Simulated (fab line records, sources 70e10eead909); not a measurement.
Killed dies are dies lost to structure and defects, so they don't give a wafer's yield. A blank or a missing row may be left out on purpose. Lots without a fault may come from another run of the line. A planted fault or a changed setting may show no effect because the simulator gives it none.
Chamber matching | flow nand_harc | NHARC_P_M1_ETCH_35 on rie_diel-09: 4 sister chambers
The step etches the open film in N2/H2, target depth 40 nm, overetch 12 nm, time 43.94 s. 4 wafers are shown with their chamber, then 7 later ones without.

WAFERS WITH THEIR CHAMBER
wafer  | chamber | showerhead_plenum_p_Torr (Torr)
L174.1 | 0       | 1.91
L183.4 | 1       | 2.08
L186.1 | 2       | 2.05
L186.4 | 3       | 1.97

WAFERS WITHOUT THEIR CHAMBER
wafer  | showerhead_plenum_p_Torr (Torr)
L186.6 | 2.08
L187.3 | 2.05
L187.4 | 1.97
L187.5 | 2.08
L188.2 | 1.90
L188.3 | 2.05
L188.4 | 1.97

WHICH CHAMBER EACH WENT THROUGH
wafer  | from the rows above | in truth
L186.6 | 1                   | 1
L187.3 | 2                   | 2
L187.4 | 3                   | 3
L187.5 | 1                   | 1
L188.2 | 0                   | 0
L188.3 | 2                   | 2
L188.4 | 3                   | 3
Placed correctly: 7 of 7. Can't be placed from these rows: 0. Placed wrongly: 0.
How it was worked out, from the rows above alone: a wafer's distance from a chamber is the root of the sum, over the readings, of the square of ((its reading less the chamber's mean) divided by the reading's scatter). The wafer belongs to the nearest chamber; if the next one is less than 2 further off, it can't be placed. A chamber's mean is the mean of its shown wafers. The scatter: with one shown wafer a chamber, the root of the mean of the squares of how far each hidden wafer lies from its nearest shown one.
